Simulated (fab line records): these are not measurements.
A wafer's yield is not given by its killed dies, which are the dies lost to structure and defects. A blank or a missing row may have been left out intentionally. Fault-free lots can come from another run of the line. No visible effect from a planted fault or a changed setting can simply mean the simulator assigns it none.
A struck lot beside a sound one    flow n5Finfet    27 out of 1938 route steps
Sound: wafers L415.1, L415.5, L415.6. Wafers struck: L431.2, L431.3, L431.4. The cause is named last.
Order at every step that has rows: each side's tool, ch and its chambers, its first start. Under that, the readings that differ: sound wafers    struck wafers    difference of the means    sigmas: that difference in standard deviations of wafers without a fault.
alike: readings whose means differ by less than 2 such deviations, and words and numbers that are the same on both sides. not compared: withheld readings, readings that some wafer has no value for, bounds like >300 that may hide the same value, and numbers for which the record gives no deviation and whose values overlap.
The two part at a step that has a row with sigmas, a row that says differs or no value, or rows on one side only. When numbers do not overlap yet have no deviation, they are printed without sigmas and do not part them. A reading that every wafer of one side lacks parts them only if that side has two wafers or more.

N5_BEOL_M1_PRE_CLEAN_60: time 15 s.
  sound on cvdCo-02 ch 0,1,2, day 7 06:16; struck on cvdCo-01 ch 0,2, day 10 21:56
  alike: heaterPowerW
N5_BEOL_M1_CO_CAP_55: material Co, precursor CCTBA/H2, target thk 2 nm, time 102.1 s.
  sound on cvdCo-02 ch 0,1,2, day 7 06:18; struck on cvdCo-01 ch 0,2, day 10 21:58
  alike: heaterPowerW
then, 1 step without rows for these wafers: N5_BEOL_M1_PRE_CLEAN_56 (time 15 s).
N5_BEOL_M1_DEP_57: deposits SiCN from 3MS/NH3, target thk 8 nm, time 14 s.
  sound on pecvd-02 ch 0,2, day 7 06:25; struck on pecvd-01 ch 1,2, day 10 22:05
  alike: showerheadPlenumPTorr, throttleValvePct
N5_BEOL_M1_RS_MEAS_58: a four-point-probe measurement.
  sound on filmMetro-02, day 7 06:29; struck on filmMetro-02, day 10 22:10
  alike: M1_RS
N5_BEOL_M1_INSPECT_59: inspects for defects (darkfield).
  sound on defectInspect-02, day 7 06:31; struck on defectInspect-02, day 10 22:11
  alike: rawDefectCount
N5_BEOL_M2_ILD_DEP_00: deposits SiOC from DEMS/O2, target thk 79 nm, time 15.3 s.
  sound on pecvd-02 ch 0,1,2, day 7 06:32; struck on pecvd-02 ch 0,2, day 10 22:13
  alike: heaterPowerW, showerheadPlenumPTorr, throttleValvePct
N5_BEOL_M2_THK_MEAS_01:
  sound on filmMetro-01, day 7 06:37; struck on filmMetro-01, day 10 22:17
  alike: M2_ILD_THK
then, 4 steps without rows for these wafers: N5_BEOL_M2_PECVD_72 (deposits SiO2 from TEOS/O2, target thk 16 nm, time 18 s); N5_BEOL_M2_HM_DEP_02 (deposits TiN, target thk 20 nm); N5_BEOL_M2_COAT_61 (time 60 s, resist thk 60 nm); N5_BEOL_M2_COAT_62 (time 60 s, resist thk 12 nm).
N5_BEOL_M2_COAT_73: time 60 s, resist thk 5 nm.
  sound on lithoTrack-05 ch 0, day 7 07:33; struck on lithoTrack-02 ch 0, day 10 23:14
reading                                         sound                 struck                difference  sigmas
spinSpeedRpm (rpm)                              1498.5 1499.0 1499.2  1710.1 1710.3 1710.1  +211.3      +99 or more
model.underlayer_of_BEOL_M2_COAT_73.thkNm (nm)  5 5 5                 4.6 4.6 4.6           -0.4        
  alike: heaterPowerTotalW
then, 6 steps without rows for these wafers: N5_BEOL_M2_COAT_05 (resist thk 30 nm); N5_BEOL_M2_EBR_07; N5_BEOL_M2_SOFTBAKE_06 (time 60 s); N5_BEOL_M2_EXPOSE_08 (exposes mask M2); N5_BEOL_M2_PEB_09 (peb time 60 s); N5_BEOL_M2_DEVELOP_10 (develop time 30 s).
N5_BEOL_M2_CD_MEAS_11: target cd 16.79 nm.
  sound on cdSem-03 ch 0, day 7 07:56; struck on cdSem-03 ch 0, day 10 23:30
  alike: cdNm
N5_BEOL_M2_OVL_MEAS_12:
  sound on overlay-02 ch 0, day 7 07:58; struck on overlay-02 ch 0, day 10 23:32
  alike: M2_OVL
N5_BEOL_M2_INSPECT_13: inspects for defects (brightfield).
  sound on defectInspect-02, day 7 08:02; struck on defectInspect-01, day 10 23:35
  alike: rawDefectCount
then, 1 step without rows for these wafers: N5_BEOL_M2_DESCUM_16 (chemistry O2, time 7 s).
N5_BEOL_M2_ETCH_74: etches underlayer in N2/H2, target depth 6.5 nm, time 5.2 s.
  sound on rieDiel-01 ch 0,1, day 7 08:06; struck on rieDiel-01 ch 1,3, day 10 23:39
reading                  sound              struck             difference  sigmas
model.etch.depthNm (nm)  4.975 4.994 4.972  4.674 4.665 4.677  -0.308      
  alike: biasW, drypumpMotorCurrentA, etchRfOnTimeS, oesProductAu, rfVppV, showerheadPlenumPTorr, throttleValvePct
  not compared: rfHoursCounterH
N5_BEOL_M2_ETCH_63: etches SiARC in CF4, target depth 15.6 nm, time 26 s.
  sound on rieDiel-01 ch 0,1, day 7 08:07; struck on rieDiel-01 ch 1,3, day 10 23:40
  alike: biasW, drypumpMotorCurrentA, etchRfOnTimeS, oesProductAu, rfVppV, showerheadPlenumPTorr, throttleValvePct
  not compared: rfHoursCounterH
N5_BEOL_M4_RC_MEAS_101:
  sound on prober-01 ch 0, day 8 18:39; struck on prober-01 ch 0, day 12 20:18
  alike: DIBL_N, DIBL_P, IOFF_N, IOFF_P, ION_N, ION_P, SS_N, SS_P, VT_N, VT_P
-- record jumps: 4 days separate the struck wafers' starts on either side; left off in module BEOL_M4, taken up again in module PASSIVATION, whose first shown step is the route's number 1936 --
N5_PASSIVATION_PROBE_49:
  only the struck wafers here have rows in the record (prober-01, day 17 01:06); the sound ones have none

## WHERE THEY PART
At N5_BEOL_M2_COAT_73 first; at N5_PASSIVATION_PROBE_49 last (within this record only).

WHY: the cause the simulator had injected
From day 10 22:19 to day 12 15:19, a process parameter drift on lithoTrack-02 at N5_BEOL_M2_COAT_73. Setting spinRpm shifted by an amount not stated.
